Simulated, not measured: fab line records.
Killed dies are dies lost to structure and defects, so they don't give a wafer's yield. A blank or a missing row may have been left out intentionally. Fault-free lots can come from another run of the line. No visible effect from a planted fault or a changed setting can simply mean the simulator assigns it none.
Matching of chambers :: flow nand_harc :: 4 sister chambers for NHARC_A_CHANNEL_FILL_D1_ETCHBACK_20 on rie_diel-12
The step etches the open film in C4F8/O2/Ar, target depth 27 nm, time 13.5 s. 18 wafers are shown with their chamber, then 9 later ones without.

## WAFERS WITH THEIR CHAMBER
wafer: L076.1
chamber: 1
rf_vpp_V (V): 971
oes_product_au (a.u.): 0.97
bias_w (W): 1503

wafer: L076.3
chamber: 0
rf_vpp_V (V): 975
oes_product_au (a.u.): 0.90
bias_w (W): 1501

wafer: L076.5
chamber: 1
rf_vpp_V (V): 971
oes_product_au (a.u.): 0.95
bias_w (W): 1495

wafer: L079.3
chamber: 0
rf_vpp_V (V): 975
oes_product_au (a.u.): 0.91
bias_w (W): 1506

wafer: L079.4
chamber: 3
rf_vpp_V (V): 978
oes_product_au (a.u.): 0.91
bias_w (W): 1505

wafer: L079.6
chamber: 3
rf_vpp_V (V): 978
oes_product_au (a.u.): 0.92
bias_w (W): 1501

wafer: L080.2
chamber: 1
rf_vpp_V (V): 972
oes_product_au (a.u.): 0.94
bias_w (W): 1498

wafer: L080.4
chamber: 0
rf_vpp_V (V): 973
oes_product_au (a.u.): 0.90
bias_w (W): 1503

wafer: L080.5
chamber: 0
rf_vpp_V (V): 975
oes_product_au (a.u.): 0.91
bias_w (W): 1509

wafer: L084.1
chamber: 0
rf_vpp_V (V): 973
oes_product_au (a.u.): 0.99
bias_w (W): 1499

wafer: L084.3
chamber: 3
rf_vpp_V (V): 977
oes_product_au (a.u.): 1.01
bias_w (W): 1506

wafer: L084.4
chamber: 2
rf_vpp_V (V): 977
oes_product_au (a.u.): 0.92
bias_w (W): 1505

wafer: L086.1
chamber: 2
rf_vpp_V (V): 975
oes_product_au (a.u.): 0.93
bias_w (W): 1508

wafer: L086.2
chamber: 3
rf_vpp_V (V): 976
oes_product_au (a.u.): 0.94
bias_w (W): 1503

wafer: L086.4
chamber: 0
rf_vpp_V (V): 975
oes_product_au (a.u.): 0.92
bias_w (W): 1500

wafer: L088.3
chamber: 2
rf_vpp_V (V): 976
oes_product_au (a.u.): 0.98
bias_w (W): 1500

wafer: L088.5
chamber: 1
rf_vpp_V (V): 971
oes_product_au (a.u.): 0.99
bias_w (W): 1504

wafer: L088.6
chamber: 2
rf_vpp_V (V): 977
oes_product_au (a.u.): 0.99
bias_w (W): 1497

SIGNATURES, as means of the wafers listed above
reading: rf_vpp_V
chamber 0: 974.33
chamber 1: 971.25
chamber 2: 976.25
chamber 3: 977.25
scatter within a chamber: 0.91

reading: oes_product_au
chamber 0: 0.9217
chamber 1: 0.9625
chamber 2: 0.9550
chamber 3: 0.9450
scatter within a chamber: 0.035

reading: bias_w
chamber 0: 1503.00
chamber 1: 1500.00
chamber 2: 1502.50
chamber 3: 1503.75
scatter within a chamber: 3.93
Rule: a wafer lies at a distance from a chamber equal to the root of the sum of squares, over the readings, of (its reading less the chamber's mean, divided by the reading's scatter). If the next closest chamber is less than 2 further off than the closest, the wafer can't be placed; otherwise it belongs to the closest. How the scatter is found: for the shown wafers, subtract from each reading the mean of its chamber, square and add these, divide the total by (wafers less chambers), then take the root.

## WAFERS WITH NO CHAMBER GIVEN
wafer: L087.1
rf_vpp_V (V): 971
oes_product_au (a.u.): 1.00
bias_w (W): 1500

wafer: L087.3
rf_vpp_V (V): 974
oes_product_au (a.u.): 0.98
bias_w (W): 1496

wafer: L087.6
rf_vpp_V (V): 976
oes_product_au (a.u.): 1.00
bias_w (W): 1504

wafer: L093.3
rf_vpp_V (V): 975
oes_product_au (a.u.): 0.93
bias_w (W): 1501

wafer: L093.5
rf_vpp_V (V): 978
oes_product_au (a.u.): 0.93
bias_w (W): 1500

wafer: L093.6
rf_vpp_V (V): 970
oes_product_au (a.u.): 0.96
bias_w (W): 1491

wafer: L094.1
rf_vpp_V (V): 978
oes_product_au (a.u.): 0.93
bias_w (W): 1496

wafer: L094.3
rf_vpp_V (V): 975
oes_product_au (a.u.): 0.92
bias_w (W): 1498

wafer: L094.4
rf_vpp_V (V): 977
oes_product_au (a.u.): 0.93
bias_w (W): 1498

## EACH ONE'S CHAMBER
wafer: L087.1
from the rows above: 1
in truth: 1

wafer: L087.3
from the rows above: can't be placed: 0 or 2 or 1 or 3
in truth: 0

wafer: L087.6
from the rows above: can't be placed: 2 or 3 or 0
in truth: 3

wafer: L093.3
from the rows above: can't be placed: 0 or 2 or 3
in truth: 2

wafer: L093.5
from the rows above: can't be placed: 3 or 2
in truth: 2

wafer: L093.6
from the rows above: 1
in truth: 1

wafer: L094.1
from the rows above: can't be placed: 3 or 2
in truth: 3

wafer: L094.3
from the rows above: can't be placed: 0 or 2 or 3
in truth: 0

wafer: L094.4
from the rows above: can't be placed: 3 or 2 or 0
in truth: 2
2 of 9 placed correctly. These rows do not allow placing 7 (true chamber among the candidates in 7). Wrongly placed: 0.
